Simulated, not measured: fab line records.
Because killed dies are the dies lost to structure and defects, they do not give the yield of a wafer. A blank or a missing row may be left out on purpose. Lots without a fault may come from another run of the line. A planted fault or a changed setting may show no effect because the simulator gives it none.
fab line records + flow n5_finfet
[record]
- lots = 10
- wafers = 30
- last_day = 16
route steps=1938 shown BEOL_M10@1473 PASSIVATION@1936
lots with no fault: from the same line, run without faults
start_h: hours from the record's opening day to when the first of the lot's shown wafers began + wait_h: hours from the lot's prior step to this one + " identical to the entry in the row above + L1.1+2: a single row standing in for several wafers + - no value present, or no start provided + * or withheld: withheld + < > ~ a bound
route shown NAME@n: names a module that has steps shown in the file, with the first one's number in the route + usual: the fault-free wafers' mean and standard deviation + same: alike in all rows + chamber/n: place in a boat + sites: the reading at each site + _std_site: their standard deviation + _edge_site: outer sites' mean less inner sites' + radius_mm: for every site, how far away it sits from the centre of the wafer + mask NAME#n: copy n + behind: the most recent tool/chamber to have shaped the wafer + hold: cause of the lot's hold/its duration in hours/its outcome + device: the n, p or np transistor that did not switch + end of line: the tests these same wafers got at the end of their route + a step given without rows: its recipe and nothing more + killed: dies lost to structure and defects at the first sort, not the wafer's yield + map: a wafer's dies, x killed, . not, _ none there
set.NAME: the setting as run; set.NAME@STEP: as run at that earlier step + model.NAME: the simulator's own value behind a step, which no gauge read
steps of the route over a sample of lots; a table a step, a row a wafer
services: from which hour (start_h, from the record's first day; less than 0 if before it) a tool's chamber was out of use, for how many hours, and why
[[steps]]
[step N5_BEOL_M10_PECVD_70]
[recipe]
- material = SiO2
- target_thk_a = 200
- temp_c = 400
- precursor = TEOS/O2
- pressure_torr = 5.5
- rf_w = 450
- teos_flow_sccm = 53.8
- gas = O2
- flow_sccm = 3000
- time_s = 22.7
[usual]
- heater_power_w = 700/61
- showerhead_plenum_p_Torr = 8.78/0.052
- throttle_valve_pct = 22.2/1.1
| lot.wafer | tool     | chamber | start_h | wait_h | heater_power_w | showerhead_plenum_p_Torr | throttle_valve_pct |
|-----------|----------|---------|---------|--------|----------------|--------------------------|--------------------|
| L970.2    | pecvd-03 | 1       | 231.50  | 0.0    | 771            | 8.79                     | 23.6               |
| L970.5    | "        | 1       | "       | "      | 775            | 8.81                     | 23.6               |
| L970.6    | "        | 0       | "       | "      | 696            | 8.85                     | 22.1               |
| L973.1    | pecvd-03 | 0       | 244.74  | 0.0    | 678            | 8.84                     | 22.0               |
| L973.3    | "        | 1       | "       | "      | 709            | 8.79                     | 23.5               |
| L973.6    | "        | 1       | "       | "      | 692            | 8.81                     | 23.7               |
| L974.1    | pecvd-04 | 2       | 250.44  | 0.0    | 627            | 8.72                     | 20.4               |
| L974.2    | "        | 1       | "       | "      | 661            | 8.70                     | 21.2               |
| L974.6    | "        | 0       | "       | "      | 761            | 8.84                     | 22.3               |
| L975.1    | pecvd-04 | 2       | 250.71  | 0.0    | 677            | 8.73                     | 20.4               |
| L975.4    | "        | 2       | "       | "      | 652            | 8.71                     | 20.4               |
| L975.5    | "        | 1       | "       | "      | 706            | 8.69                     | 21.2               |
| L977.1    | pecvd-04 | 1       | 272.64  | 0.0    | 651            | 8.68                     | 21.2               |
| L977.2    | "        | 2       | "       | "      | 637            | 8.71                     | 20.6               |
| L977.5    | "        | 1       | "       | "      | 647            | 8.71                     | 21.4               |
| L980.1    | pecvd-02 | 1       | 279.58  | 0.0    | 751            | 8.74                     | 22.2               |
| L980.3    | "        | 2       | "       | "      | 646            | 8.73                     | 22.5               |
| L980.5    | "        | 0       | "       | "      | 614            | 8.85                     | 24.2               |
| L979.2    | pecvd-04 | 0       | 280.42  | 0.0    | 766            | 8.86                     | 22.1               |
| L979.4    | "        | 1       | "       | "      | 696            | 8.70                     | 21.6               |
| L979.6    | "        | 2       | "       | "      | 571            | 8.73                     | 20.6               |
| L983.2    | pecvd-04 | 2       | 313.27  | 0.0    | 605            | 8.74                     | 20.7               |
| L983.4    | "        | 1       | "       | "      | 702            | 8.70                     | 21.2               |
| L983.5    | "        | 2       | "       | "      | 600            | 8.74                     | 20.9               |
| L986.1    | pecvd-02 | 2       | 318.11  | 0.0    | 728            | 8.74                     | 22.9               |
| L986.2    | "        | 0       | "       | "      | 602            | 8.85                     | 24.2               |
| L986.3    | "        | 2       | "       | "      | 744            | 8.75                     | 22.9               |
| L988.2    | pecvd-02 | 2       | 326.36  | 0.0    | 764            | 8.75                     | 22.9               |
| L988.4    | "        | 2       | "       | "      | 758            | 8.74                     | 22.9               |
| L988.5    | "        | 2       | "       | "      | 789            | 8.74                     | 22.9               |
[step N5_BEOL_M10_ETCH_41]
[recipe]
- chemistry = CH3F/O2
- target = SiCN
- target_depth_a = 426
- taper_deg = 2
- time_s = 86
- ion_energy_ev = 120
- mask_material = TiN
- pressure_mtorr = 30
- source_w = 395
- bias_w = 75
- Ar_flow_sccm = 150
- CH3F_flow_sccm = 30
- O2_flow_sccm = 20
[usual]
- drypump_motor_current_A = 5.9/0.57
- oes_product_au = 0.80/0.093
- rf_vpp_V = 297.3/1.6
- showerhead_plenum_p_Torr = 1.99/0.073
- throttle_valve_pct = 16.22/0.27
| lot.wafer | tool        | chamber | start_h | wait_h | drypump_motor_current_A | oes_product_au | rf_hours_counter_h | rf_vpp_V | showerhead_plenum_p_Torr | throttle_valve_pct |
|-----------|-------------|---------|---------|--------|-------------------------|----------------|--------------------|----------|--------------------------|--------------------|
| L970.2    | rie_diel-05 | 1       | -       | -      | 5.9                     | 0.83           | 87                 | 295.8    | 1.94                     | 16.41              |
| L970.5    | "           | 3       | "       | "      | 6.7                     | 0.70           | -                  | 296.0    | 1.89                     | 16.53              |
| L970.6    | "           | 1       | "       | "      | 6.0                     | 0.82           | -                  | 295.9    | 1.94                     | 16.41              |
| L973.1    | rie_diel-06 | 2       | -       | -      | 5.2                     | 0.81           | 88                 | 296.8    | 1.93                     | 15.99              |
| L973.3    | "           | 3       | "       | "      | 4.8                     | 0.75           | 163                | 296.2    | 1.92                     | 16.28              |
| L973.6    | "           | 1       | "       | "      | 5.8                     | 0.92           | -                  | 298.2    | 2.03                     | 15.93              |
| L974.1    | rie_diel-06 | 1       | -       | -      | 5.8                     | 0.91           | 15                 | 297.9    | 2.03                     | 15.93              |
| L974.2    | "           | 2       | "       | "      | 5.3                     | 0.81           | 90                 | 295.1    | 1.93                     | 16.00              |
| L974.6    | "           | 2       | "       | "      | 5.3                     | 0.80           | -                  | 296.8    | 1.93                     | 15.99              |
| L975.1    | rie_diel-05 | 3       | -       | -      | 6.7                     | 0.70           | 234                | 296.1    | 1.88                     | 16.54              |
| L975.4    | "           | 1       | "       | "      | 6.0                     | 0.82           | -                  | 296.7    | 1.94                     | 16.44              |
| L975.5    | "           | 0       | "       | "      | 5.2                     | 0.65           | -                  | 297.3    | 2.04                     | 16.42              |
| L977.1    | rie_diel-01 | 3       | -       | -      | 5.9                     | 0.92           | 19                 | 298.9    | 2.03                     | 15.95              |
| L977.2    | "           | 0       | "       | "      | 6.2                     | 0.89           | 40                 | 300.0    | 2.12                     | 15.88              |
| L977.5    | "           | 1       | "       | "      | 5.3                     | 0.70           | -                  | 296.0    | 1.97                     | 16.58              |
| L980.1    | rie_diel-01 | 2       | -       | -      | 6.7                     | 0.73           | 209                | 297.0    | 1.98                     | 16.31              |
| L980.3    | "           | 1       | "       | "      | 5.3                     | 0.70           | 212                | 294.9    | 1.97                     | 16.59              |
| L980.5    | "           | 1       | "       | "      | 5.2                     | 0.70           | -                  | 297.4    | 1.97                     | 16.60              |
| L979.2    | rie_diel-01 | 0       | -       | -      | 6.2                     | 0.89           | 44                 | 300.5    | 2.12                     | 15.87              |
| L979.4    | "           | 3       | "       | "      | 5.9                     | 0.91           | 23                 | 298.5    | 2.03                     | 15.95              |
| L979.6    | "           | 0       | "       | "      | 6.2                     | 0.89           | -                  | 298.8    | 2.12                     | 15.87              |
| L983.2    | rie_diel-01 | 2       | -       | -      | 6.7                     | 0.72           | 221                | 297.1    | 1.97                     | 16.31              |
| L983.4    | "           | 1       | "       | "      | 5.3                     | 0.70           | 223                | 297.1    | 1.96                     | 16.62              |
| L983.5    | "           | 0       | "       | "      | 6.2                     | 0.88           | -                  | 300.6    | 2.12                     | 15.92              |
| L986.1    | rie_diel-01 | 3       | -       | -      | 5.9                     | 0.89           | 37                 | 298.4    | 2.03                     | 16.00              |
| L986.2    | "           | 0       | "       | "      | 6.2                     | 0.88           | 58                 | 300.0    | 2.12                     | 15.90              |
| L986.3    | "           | 2       | "       | "      | 6.7                     | 0.71           | 224                | 296.6    | 1.97                     | 16.33              |
| L988.2    | rie_diel-01 | 3       | -       | -      | 5.9                     | 0.89           | 40                 | 297.9    | 2.03                     | 15.99              |
| L988.4    | "           | 0       | "       | "      | 6.2                     | 0.88           | -                  | 299.2    | 2.12                     | 15.90              |
| L988.5    | "           | 3       | "       | "      | 5.9                     | 0.90           | -                  | 299.1    | 2.03                     | 16.01              |
[step N5_BEOL_M10_CMP_52]
[recipe]
- stop_on = SiCOH_lowk
- t_overpolish_s = 7
- down_force_psi = 1
- platen_rpm = 50
- clearing_platen_down_force_psi = 1.5
- clearing_platen_rpm = 50
- post_cmp_clean = cu_alkaline
- target_thk_nm = 140
- clearing_platen_pad_velocity_m_s = 0.99484
- pad_velocity_m_s = 0.99484
[usual]
- barrier_field_endpoint_s = 28.7/0.83
- motor_current_A = 6.2/0.66
- platen_rpm = 49.996/0.03
| lot.wafer | tool   | chamber | start_h | wait_h | barrier_field_endpoint_s | motor_current_A | platen_rpm |
|-----------|--------|---------|---------|--------|--------------------------|-----------------|------------|
| L970.2    | cmp-02 | 0       | 237.35  | 0.2    | 29.1                     | 5.4             | 49.996     |
| L970.5    | "      | 3       | "       | "      | 29.7                     | 5.5             | 50.057     |
| L970.6    | "      | 0       | "       | "      | 28.1                     | 5.2             | 49.951     |
| L973.3    | cmp-01 | 2       | 251.70  | 0.2    | 29.2                     | 6.6             | 49.991     |
| L973.1    | "      | 0       | "       | "      | 30.4                     | 5.4             | 49.984     |
| L973.6    | "      | 3       | "       | "      | 29.5                     | 6.8             | 49.983     |
| L974.1    | cmp-03 | 2       | 255.52  | 0.3    | 29.1                     | 5.7             | 50.002     |
| L974.2    | "      | 3       | "       | "      | 28.6                     | 6.9             | 49.976     |
| L974.6    | "      | 3       | "       | "      | 30.1                     | 7.7             | 49.968     |
| L975.1    | cmp-03 | 1       | 256.23  | 0.3    | 28.4                     | 6.8             | 50.023     |
| L975.4    | "      | 2       | "       | "      | 28.9                     | 6.2             | 49.958     |
| L975.5    | "      | 0       | "       | "      | 28.3                     | 6.1             | 49.992     |
| L977.2    | cmp-02 | 2       | 282.26  | 0.3    | 29.1                     | 5.5             | 50.002     |
| L977.1    | "      | 3       | "       | "      | 27.9                     | 5.7             | 49.986     |
| L977.5    | "      | 2       | "       | "      | 28.5                     | 5.3             | 49.988     |
| L980.3    | cmp-03 | 1       | 288.00  | 0.2    | 27.9                     | 6.5             | 49.999     |
| L980.1    | "      | 3       | "       | "      | 29.0                     | 6.7             | 49.986     |
| L980.5    | "      | 1       | "       | "      | 28.7                     | 6.5             | 50.026     |
| L979.4    | cmp-01 | 2       | 289.02  | 0.2    | 22.1                     | 6.5             | 49.993     |
| L979.2    | "      | 3       | "       | "      | 28.2                     | 6.8             | 49.963     |
| L979.6    | "      | 1       | "       | "      | 28.4                     | 6.3             | 49.973     |
| L983.2    | cmp-01 | 1       | 321.69  | 0.2    | 27.4                     | 6.3             | 49.975     |
| L983.4    | "      | 2       | "       | "      | 21.6                     | 6.6             | 50.005     |
| L983.5    | "      | 1       | "       | "      | 27.2                     | 6.2             | 50.082     |
| L986.1    | cmp-01 | 2       | 327.26  | 0.3    | 28.2                     | 6.2             | 50.032     |
| L986.2    | "      | 0       | "       | "      | 29.7                     | 4.9             | 50.020     |
| L986.3    | "      | 1       | "       | "      | 29.0                     | 6.4             | 49.985     |
| L988.2    | cmp-03 | 0       | 334.76  | 0.3    | 28.6                     | 5.6             | 49.990     |
| L988.4    | "      | 1       | "       | "      | 28.8                     | 6.4             | 50.016     |
| L988.5    | "      | 3       | "       | "      | 29.2                     | 7.0             | 49.986     |
[step N5_BEOL_M10_THK_MEAS_53]
[recipe]
- thk_meas_gauge = xrf
- reads = Cu_of_BEOL_M10_ECD_50
[usual]
- M10_THK = 141/3.3
| lot.wafer | tool          | chamber | start_h | wait_h | M10_THK[nm] |
|-----------|---------------|---------|---------|--------|-------------|
| L970.2    | film_metro-01 | -       | 237.61  | -      | 144         |
| L970.5    | "             | -       | "       | "      | 141         |
| L970.6    | "             | -       | "       | "      | 144         |
| L973.1    | film_metro-01 | -       | 251.99  | -      | 144         |
| L973.3    | "             | -       | "       | "      | 141         |
| L973.6    | "             | -       | "       | "      | 141         |
| L974.1    | film_metro-02 | -       | 255.81  | -      | 138         |
| L974.2    | "             | -       | "       | "      | 139         |
| L974.6    | "             | -       | "       | "      | 139         |
| L975.1    | film_metro-02 | -       | 256.46  | -      | 137         |
| L975.4    | "             | -       | "       | "      | 147         |
| L975.5    | "             | -       | "       | "      | 136         |
| L977.1    | film_metro-02 | -       | 282.51  | -      | 147         |
| L977.2    | "             | -       | "       | "      | 145         |
| L977.5    | "             | -       | "       | "      | 138         |
| L980.1    | film_metro-01 | -       | 288.29  | -      | 141         |
| L980.3    | "             | -       | "       | "      | 138         |
| L980.5    | "             | -       | "       | "      | 138         |
| L979.2    | film_metro-01 | -       | 289.28  | -      | 143         |
| L979.4    | "             | -       | "       | "      | 143         |
| L979.6    | "             | -       | "       | "      | 143         |
| L983.2    | film_metro-01 | -       | 321.99  | -      | 137         |
| L983.4    | "             | -       | "       | "      | 136         |
| L983.5    | "             | -       | "       | "      | 142         |
| L986.1    | film_metro-02 | -       | 327.55  | -      | 145         |
| L986.2    | "             | -       | "       | "      | 143         |
| L986.3    | "             | -       | "       | "      | 140         |
| L988.2    | film_metro-01 | -       | 334.98  | -      | 146         |
| L988.4    | "             | -       | "       | "      | 142         |
| L988.5    | "             | -       | "       | "      | 147         |
[step N5_BEOL_M10_RS_MEAS_57]
[recipe]
- thk_meas_gauge = four-point-probe
- reads = Cu_of_BEOL_M10_ECD_50+Co_of_BEOL_M10_CVD_75+TaN_of_BEOL_M10_ALD_74
[usual]
- M10_RS = 0.152/0.0039
| lot.wafer | tool          | chamber | start_h | wait_h | M10_RS[ohm/sq] |
|-----------|---------------|---------|---------|--------|----------------|
| L970.2    | film_metro-01 | -       | 237.78  | 0.1    | 0.150          |
| L970.5    | "             | -       | "       | "      | 0.154          |
| L970.6    | "             | -       | "       | "      | 0.150          |
| L973.1    | film_metro-01 | -       | 252.13  | 0.1    | 0.149          |
| L973.3    | "             | -       | "       | "      | 0.152          |
| L973.6    | "             | -       | "       | "      | 0.152          |
| L974.1    | film_metro-02 | -       | 255.95  | 0.1    | 0.155          |
| L974.2    | "             | -       | "       | "      | 0.153          |
| L974.6    | "             | -       | "       | "      | 0.154          |
| L975.1    | film_metro-01 | -       | 256.59  | 0.1    | 0.156          |
| L975.4    | "             | -       | "       | "      | 0.145          |
| L975.5    | "             | -       | "       | "      | 0.157          |
| L977.1    | film_metro-02 | -       | 282.65  | 0.1    | 0.147          |
| L977.2    | "             | -       | "       | "      | 0.149          |
| L977.5    | "             | -       | "       | "      | 0.157          |
| L980.1    | film_metro-01 | -       | 288.42  | 0.1    | 0.152          |
| L980.3    | "             | -       | "       | "      | 0.156          |
| L980.5    | "             | -       | "       | "      | 0.156          |
| L979.2    | film_metro-02 | -       | 289.42  | 0.1    | 0.150          |
| L979.4    | "             | -       | "       | "      | 0.150          |
| L979.6    | "             | -       | "       | "      | 0.151          |
| L983.2    | film_metro-01 | -       | 322.12  | 0.1    | 0.157          |
| L983.4    | "             | -       | "       | "      | 0.159          |
| L983.5    | "             | -       | "       | "      | 0.151          |
| L986.1    | film_metro-02 | -       | 327.69  | 0.1    | 0.148          |
| L986.2    | "             | -       | "       | "      | 0.149          |
| L986.3    | "             | -       | "       | "      | 0.154          |
| L988.2    | film_metro-01 | -       | 335.12  | 0.1    | 0.146          |
| L988.4    | "             | -       | "       | "      | 0.151          |
| L988.5    | "             | -       | "       | "      | 0.145          |
[step N5_PASSIVATION_PROBE_49]
[usual]
- defect_limited_yield = 91.4/1.4
- killed_at_M0_to_M3 = 33/11
- killed_at_M4_up = 13/5.3
- killed_at_contacts = 13/6.1
- killed_at_front_end = 40/11
- killed_at_other = 2.9/2.7
- killed_dies = 102/17
- killed_on_rim = 14/4.2
- killed_open = 68/13
- killed_short = 32/7.5
- sort_bin_5_function = 5.1/0.98
- sort_bin_6_memory = 3.2/0.69
- sort_bin_8_speed = 0.1/1.1
- sort_n_pass = 1077/21
- sort_yield_pct = 91.3/1.7
[same]
- gross_dies = 1180
- killed_at_back_side = 0
- sort_bin_4_leakage[%] = 0
| lot.wafer | tool      | chamber | start_h | wait_h | defect_limited_yield[%] | killed_at_M0_to_M3 | killed_at_M4_up | killed_at_contacts | killed_at_front_end | killed_at_other | killed_dies | killed_on_rim | killed_open | killed_short | sort_bin_5_function[%] | sort_bin_6_memory[%] | sort_bin_8_speed[%] | sort_n_pass | sort_yield_pct[%] |
|-----------|-----------|---------|---------|--------|-------------------------|--------------------|-----------------|--------------------|---------------------|-----------------|-------------|---------------|-------------|--------------|------------------------|----------------------|---------------------|-------------|-------------------|
| L975.1    | prober-02 | -       | 316.17  | 0.0    | 90.8                    | 29                 | 13              | 9                  | 51                  | 6               | 108         | 11            | 56          | 52           | 5.8                    | 2.5                  | 0                   | 1072        | 90.8              |
| L975.4    | prober-02 | -       | 316.32  | 0.2    | 88.6                    | 26                 | 9               | 24                 | 65                  | 10              | 134         | 18            | 96          | 37           | 7.1                    | 3.8                  | 0                   | 1046        | 88.6              |
| L975.5    | prober-02 | -       | 316.37  | 0.2    | 91.0                    | 25                 | 7               | 11                 | 60                  | 3               | 106         | 20            | 73          | 33           | 5.0                    | 3.8                  | 0                   | 1074        | 91.0              |
| L974.1    | prober-02 | -       | 316.77  | 0.0    | 89.4                    | 44                 | 11              | 7                  | 57                  | 6               | 125         | 18            | 86          | 37           | 5.6                    | 4.6                  | 0                   | 1055        | 89.4              |
| L974.2    | prober-02 | -       | 316.82  | 0.1    | 94.2                    | 22                 | 14              | 7                  | 26                  | 0               | 69          | 10            | 47          | 20           | 3.3                    | 2.0                  | 0                   | 1111        | 94.2              |
| L974.6    | prober-02 | -       | 317.02  | 0.3    | 90.4                    | 26                 | 14              | 7                  | 65                  | 1               | 113         | 14            | 79          | 34           | 5.3                    | 3.8                  | 0                   | 1067        | 90.4              |
| L973.1    | prober-02 | -       | 321.67  | 0.0    | 91.8                    | 36                 | 15              | 8                  | 35                  | 3               | 97          | 8             | 53          | 42           | 4.4                    | 3.7                  | 0                   | 1083        | 91.8              |
| L973.3    | prober-02 | -       | 321.77  | 0.1    | 91.9                    | 31                 | 10              | 8                  | 43                  | 4               | 96          | 14            | 66          | 29           | 5.2                    | 2.7                  | 0                   | 1084        | 91.9              |
| L973.6    | prober-02 | -       | 321.92  | 0.3    | 90.8                    | 17                 | 17              | 12                 | 62                  | 1               | 109         | 17            | 67          | 37           | 5.1                    | 3.2                  | 0                   | 1071        | 90.8              |
| L983.2    | prober-01 | -       | 373.97  | 0.1    | 91.7                    | 24                 | 11              | 9                  | 53                  | 1               | 98          | 14            | 62          | 35           | 4.7                    | 3.1                  | 0                   | 1082        | 91.7              |
| L983.4    | prober-01 | -       | 374.07  | 0.2    | 91.2                    | 29                 | 13              | 9                  | 51                  | 2               | 104         | 15            | 66          | 38           | 4.7                    | 3.9                  | 0.2                 | 1074        | 91.0              |
| L983.5    | prober-01 | -       | 374.12  | 0.2    | 90.8                    | 32                 | 6               | 21                 | 49                  | 1               | 109         | 17            | 77          | 32           | 5.2                    | 3.7                  | 0                   | 1071        | 90.8              |
| L988.2    | prober-02 | -       | 395.53  | 0.1    | 90.7                    | 21                 | 16              | 8                  | 60                  | 5               | 110         | 20            | 68          | 42           | 4.8                    | 4.2                  | 0                   | 1070        | 90.7              |
| L988.4    | prober-02 | -       | 395.63  | 0.2    | 90.3                    | 22                 | 11              | 23                 | 58                  | 1               | 115         | 12            | 70          | 42           | 5.8                    | 3.4                  | 0                   | 1065        | 90.3              |
// killed by level:class
L975.1 FIN_SAQP:geometric_particle:open=17 FIN_SAQP:geometric_particle:short=15 BEOL_M2:geometric_particle:short=10 MOL_CONTACT_COAG:geometric_particle:open=7 BEOL_M0_SAQP:geometric_particle:open=5 BEOL_M4:geometric_particle:open=5 BEOL_M1:geometric_particle:short=4 STI_FIN_REVEAL:geometric_particle:open=3
L975.4 FIN_SAQP:geometric_particle:open=24 MOL_CONTACT_COAG:geometric_particle:open=21 STI_FIN_REVEAL:geometric_particle:open=18 BEOL_M2:geometric_particle:short=9 FIN_SAQP:geometric_particle:short=8 BEOL_M0_SAQP:geometric_particle:open=6 STI_FIN_REVEAL:geometric_particle:short=4 STARTING-WAFER:geometric_particle:open=4
L975.5 FIN_SAQP:geometric_particle:open=16 STI_FIN_REVEAL:geometric_particle:open=10 MOL_CONTACT_COAG:geometric_particle:open=9 FIN_SAQP:geometric_particle:short=7 GATE_CUT:geometric_particle:short=7 STARTING-WAFER:geometric_particle:short=7 BEOL_M3:geometric_particle:open=7 DUMMY_GATE:geometric_particle:open=6
L974.1 BEOL_M0_SAQP:geometric_particle:open=18 STI_FIN_REVEAL:geometric_particle:open=12 FIN_SAQP:geometric_particle:short=8 BEOL_M2:geometric_particle:open=8 FIN_SAQP:geometric_particle:open=6 MOL_CONTACT_COAG:geometric_particle:open=6 BEOL_M3:geometric_particle:short=6 BEOL_M3:geometric_particle:open=6
L974.2 BEOL_M2:geometric_particle:open=8 STARTING-WAFER:geometric_particle:open=7 STI_FIN_REVEAL:geometric_particle:open=5 MOL_CONTACT_COAG:geometric_particle:open=4 BEOL_M1:geometric_particle:short=4 BEOL_M4:geometric_particle:open=4 FIN_SAQP:geometric_particle:open=3 GATE_CUT:geometric_particle:short=3
L974.6 STI_FIN_REVEAL:geometric_particle:open=21 FIN_SAQP:geometric_particle:open=11 BEOL_M4:geometric_particle:open=9 FIN_SAQP:geometric_particle:short=8 BEOL_M0_SAQP:geometric_particle:short=7 MOL_CONTACT_COAG:geometric_particle:open=6 BEOL_M0_SAQP:geometric_particle:open=6 STARTING-WAFER:geometric_particle:open=6
L973.1 STI_FIN_REVEAL:geometric_particle:open=8 MOL_CONTACT_COAG:geometric_particle:open=6 BEOL_M3:geometric_particle:open=6 BEOL_M4:geometric_particle:short=6 GATE_CUT:geometric_particle:short=5 BEOL_M0:geometric_particle:open=5 BEOL_M0_SAQP:geometric_particle:short=5 BEOL_M2:geometric_particle:short=5
L973.3 FIN_SAQP:geometric_particle:short=8 DUMMY_GATE:geometric_particle:open=8 BEOL_M3:geometric_particle:open=8 MOL_CONTACT_COAG:geometric_particle:open=7 BEOL_M0_SAQP:geometric_particle:open=6 BEOL_M1:geometric_particle:open=6 STI_FIN_REVEAL:geometric_particle:open=5 FIN_SAQP:geometric_particle:open=4
L973.6 FIN_SAQP:geometric_particle:open=11 BEOL_M4:geometric_particle:open=10 STI_FIN_REVEAL:geometric_particle:open=9 GATE_CUT:geometric_particle:short=7 MOL_CONTACT_COAG:geometric_particle:short=6 DUMMY_GATE:geometric_particle:open=6 MOL_CONTACT_COAG:geometric_particle:open=6 BEOL_M2:geometric_particle:open=6
L983.2 FIN_SAQP:geometric_particle:short=23 FIN_SAQP:geometric_particle:open=16 BEOL_M3:geometric_particle:open=9 STI_FIN_REVEAL:geometric_particle:open=6 MOL_CONTACT_COAG:geometric_particle:open=6 BEOL_M1:geometric_particle:open=4 BEOL_M4:geometric_particle:open=4 MOL_CONTACT_COAG:geometric_particle:short=3
L983.4 BEOL_M3:geometric_particle:open=10 FIN_SAQP:geometric_particle:short=9 FIN_SAQP:geometric_particle:open=8 MOL_CONTACT_COAG:geometric_particle:open=8 STI_FIN_REVEAL:geometric_particle:open=6 STARTING-WAFER:geometric_particle:open=6 STARTING-WAFER:geometric_particle:short=4 GATE_CUT:geometric_particle:short=4
L983.5 FIN_SAQP:geometric_particle:open=21 MOL_CONTACT_COAG:geometric_particle:open=18 BEOL_M3:geometric_particle:open=9 FIN_SAQP:geometric_particle:short=8 BEOL_M1:geometric_particle:open=5 DUMMY_GATE:geometric_particle:open=4 BEOL_M0_SAQP:geometric_particle:open=4 BEOL_M0_SAQP:geometric_particle:short=4
L988.2 FIN_SAQP:geometric_particle:open=14 FIN_SAQP:geometric_particle:short=11 STI_FIN_REVEAL:geometric_particle:open=11 GATE_CUT:geometric_particle:short=9 BEOL_M4:geometric_particle:open=7 MOL_CONTACT_COAG:geometric_particle:open=5 BEOL_M0_SAQP:geometric_particle:open=5 BEOL_M0_SAQP:geometric_particle:short=4
L988.4 FIN_SAQP:geometric_particle:open=23 MOL_CONTACT_COAG:geometric_particle:open=17 FIN_SAQP:geometric_particle:short=12 BEOL_M0_SAQP:geometric_particle:short=7 STI_FIN_REVEAL:geometric_particle:open=5 BEOL_M0_SAQP:geometric_particle:open=5 MOL_CONTACT_COAG:geometric_particle:short=4 ILD0:geometric_particle:short=4
[[services]]
| tool        | chamber | start_h | hours | kind   |
|-------------|---------|---------|-------|--------|
| rie_diel-06 | -       | 209.18  | 0.3   | repair |
| rie_diel-06 | -       | 210.01  | 4.8   | repair |
| rie_diel-06 | 1       | 216.20  | 8.8   | repair |
| rie_diel-06 | 2       | 216.94  | 4.0   | repair |
| pecvd-02    | 0       | 223.39  | 11.9  | repair |
| pecvd-03    | -       | 225.10  | 5.1   | repair |
| rie_diel-06 | 0       | 227.20  | 14.4  | repair |
| rie_diel-05 | -       | 236.83  | 0.2   | repair |
| cmp-03      | -       | 238.57  | 4.0   | pm     |
| rie_diel-06 | 2       | 241.76  | 6.5   | repair |
| cmp-02      | -       | 245.11  | 0.5   | repair |
| pecvd-02    | -       | 246.63  | 2.5   | repair |
| rie_diel-01 | 1       | 255.42  | 3.4   | repair |
| cmp-02      | -       | 258.02  | 6.3   | pm     |
| cmp-01      | -       | 263.32  | 4.0   | pm     |
| rie_diel-01 | 2       | 270.68  | 4.7   | repair |
| cmp-01      | -       | 271.26  | 0.5   | repair |
| cmp-02      | -       | 272.79  | 0.7   | repair |
| cmp-01      | -       | 273.23  | 6.1   | pm     |
| rie_diel-05 | -       | 273.86  | 14.6  | pm     |
| cmp-02      | -       | 314.61  | 3.1   | repair |
| rie_diel-05 | 3       | 314.94  | 11.0  | repair |
| pecvd-02    | 1       | 315.25  | 3.4   | repair |
| pecvd-02    | -       | 328.67  | 1.5   | repair |
[[key]]
[first_sign]
- step = N5_BEOL_M10_CMP_52
- reading = barrier_field_endpoint_s
- direction = down
- sigmas = 8.3
- usual = 28.7
- struck = 21.8
effect none on later readings
met_at N5_BEOL_M10_PECVD_70
struck_lots L979,L983
struck_wafers L979.4,L983.4
not_acting_at N5_BEOL_M10_ETCH_41,N5_BEOL_M10_THK_MEAS_53,N5_BEOL_M10_RS_MEAS_57
onset_between 272.64 280.42
[fault]
- kind = process_parameter_drift
- tool = pecvd-04
- chamber = 1
- onset_h = 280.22
- steps = N5_BEOL_M10_PECVD_70
- channel = time_s
- offset = *
- shape = step
- end_h = 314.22
- acts_in = *
- stated = *
